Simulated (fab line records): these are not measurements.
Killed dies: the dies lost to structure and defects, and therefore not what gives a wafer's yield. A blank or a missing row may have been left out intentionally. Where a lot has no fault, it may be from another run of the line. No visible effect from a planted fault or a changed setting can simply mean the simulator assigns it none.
The tool behind it: which one? | flow nand harc | 33 wafers from 11 lots sampled at 6 of the route's 1159 steps

WHAT EACH GAUGE READ, for each wafer
NHARC_A_CONTACT_CD_MEAS_08: target cd 100 nm.
lot  | measured     | on        | cd nm (nm)
L077 | day 17 12:17 | cd sem-02 | 99.5 99.3 100.1
L076 | day 17 16:17 | cd sem-02 | 100.3 100.6 101.4
L078 | day 17 21:34 | cd sem-02 | 99.4 100.1 99.1
L082 | day 19 02:39 | cd sem-02 | 99.1 99.9 97.9
L084 | day 19 13:17 | cd sem-02 | 101.0 100.7 100.9
L087 | day 20 10:06 | cd sem-03 | 99.2 98.7 98.6
L089 | day 20 16:21 | cd sem-03 | 99.4 100.3 99.9
L091 | day 21 19:37 | cd sem-01 | 100.1 100.0 100.1
L092 | day 22 02:02 | cd sem-02 | 100.4 100.3 100.8
L095 | day 22 14:04 | cd sem-01 | 100.3 100.2 100.2
L093 | day 22 20:52 | cd sem-01 | 99.8 99.1 99.6

TOOL THAT RAN EACH LOT (tool first, then ch and the chambers of the sampled wafers, then the start)
lot  | NHARC_A_CONTACT_STRIP_55                      | NHARC_A_CONTACT_ETCH_78                       | NHARC_A_CONTACT_ETCH_128             | NHARC_A_CONTACT_ETCH_91            | NHARC_A_CONTACT_ETCH_97
L077 | rie diel-11 ch 0,3, day 17 06:26 or earlier   | rie diel-05 ch 0,2,3, day 17 06:26 or earlier | har cap etch-03 ch 0,1, day 17 06:26 | rie diel-11 ch 1,2,3, day 17 08:02 | rie diel-11 ch 0,2,3, day 17 12:17 or earlier
L076 | rie diel-05 ch 0,2,3, day 17 10:12 or earlier | rie diel-07 ch 2,3, day 17 10:12 or earlier   | har cap etch-03 ch 0,1, day 17 10:12 | rie diel-07 ch 0,1, day 17 11:47   | rie diel-07 ch 0,2, day 17 16:17 or earlier
L078 | rie diel-11 ch 1,2,3, day 17 16:03 or earlier | rie diel-05 ch 0,3, day 17 16:03 or earlier   | har cap etch-03 ch 0,1, day 17 16:03 | rie diel-05 ch 0,3, day 17 17:39   | rie diel-05 ch 0,1,3, day 17 21:34 or earlier
L082 | rie diel-05 ch 0,1,3, day 18 21:46 or earlier | rie diel-05 ch 0,2, day 18 21:46 or earlier   | har cap etch-03 ch 0,1, day 18 21:46 | rie diel-05 ch 2,3, day 18 23:02   | rie diel-05 ch 0,1,2, day 19 02:39 or earlier
L084 | rie diel-07 ch 2,3, day 19 03:50 or earlier   | rie diel-05 ch 1,2,3, day 19 03:50 or earlier | har cap etch-02 ch 0,1, day 19 03:50 | rie diel-05 ch 0,2,3, day 19 05:08 | rie diel-05 ch 0,3, day 19 13:17 or earlier
L087 | rie diel-07 ch 1,2,3, day 20 05:40 or earlier | rie diel-05 ch 0,1,2, day 20 05:40 or earlier | har cap etch-02 ch 0,1, day 20 05:40 | rie diel-07 ch 1,2,3, day 20 06:56 | rie diel-07 ch 0,1,3, day 20 10:06 or earlier
L089 | rie diel-11 ch 0,1, day 20 11:53 or earlier   | rie diel-05 ch 1,2,3, day 20 11:53 or earlier | har cap etch-01 ch 0,1, day 20 11:53 | rie diel-11 ch 0,1, day 20 13:07   | rie diel-11 ch 1,2,3, day 20 16:21 or earlier
L091 | rie diel-05 ch 0,1,3, day 21 15:08 or earlier | rie diel-05 ch 0,1,3, day 21 15:08 or earlier | har cap etch-03 ch 0,1, day 21 15:08 | rie diel-11 ch 1,2,3, day 21 16:25 | rie diel-11 ch 0,2,3, day 21 19:37 or earlier
L092 | rie diel-05 ch 0,2,3, day 21 20:25 or earlier | rie diel-05 ch 1,3, day 21 20:25 or earlier   | har cap etch-02 ch 0,1, day 21 20:25 | rie diel-05 ch 0,2,3, day 21 21:41 | rie diel-05 ch 0,2, day 21 21:52
L095 | rie diel-05 ch 0,2,3, day 22 06:33 or earlier | rie diel-11 ch 1,3, day 22 06:33 or earlier   | har cap etch-02 ch 0, day 22 06:33   | rie diel-05 ch 0,1,3, day 22 07:51 | rie diel-05 ch 0,1, day 22 14:04 or earlier
L093 | rie diel-11 ch 0,3, day 22 14:38 or earlier   | rie diel-07 ch 1,3, day 22 14:38 or earlier   | har cap etch-03 ch 0,1, day 22 14:38 | rie diel-11 ch 1,2, day 22 15:53   | rie diel-11 ch 0,3, day 22 20:52 or earlier
- NHARC_A_CONTACT_STRIP_55: strips in O2.
- NHARC_A_CONTACT_ETCH_78: etches the open film in O2/COS, target depth 2800 nm, time 728 s.
- NHARC_A_CONTACT_ETCH_128: etches the open film in C4F8/O2/Ar, time 155 s, target depth 956 nm.
- NHARC_A_CONTACT_ETCH_91: etches the open film in CH3F/O2, target depth 40 nm, time 85.7 s.
- NHARC_A_CONTACT_ETCH_97: etches the open film in C4F6/O2, target depth 20 nm, time 10 s.

THE ANSWER, worked out from the rows above alone
Rule: the usual values come from the lots themselves. The widest of any qualifying gaps counts: lots, ordered by their means at a reading, are off when they make up no more than a third of the lots, leave a main group of 4 or more, and stand apart from it by 3 or more times the standard deviation of that group's means. Not used: any main group whose means are identical at the precision the tables above print for the reading. Also off: a lot with no number at a reading for which 4 or more lots have one. Where the step has rows for the other lots, those lots are counted as sound.
No lot is off on any of the readings shown, so nothing can be concluded from this.

WHAT THE SIMULATOR PUT IN
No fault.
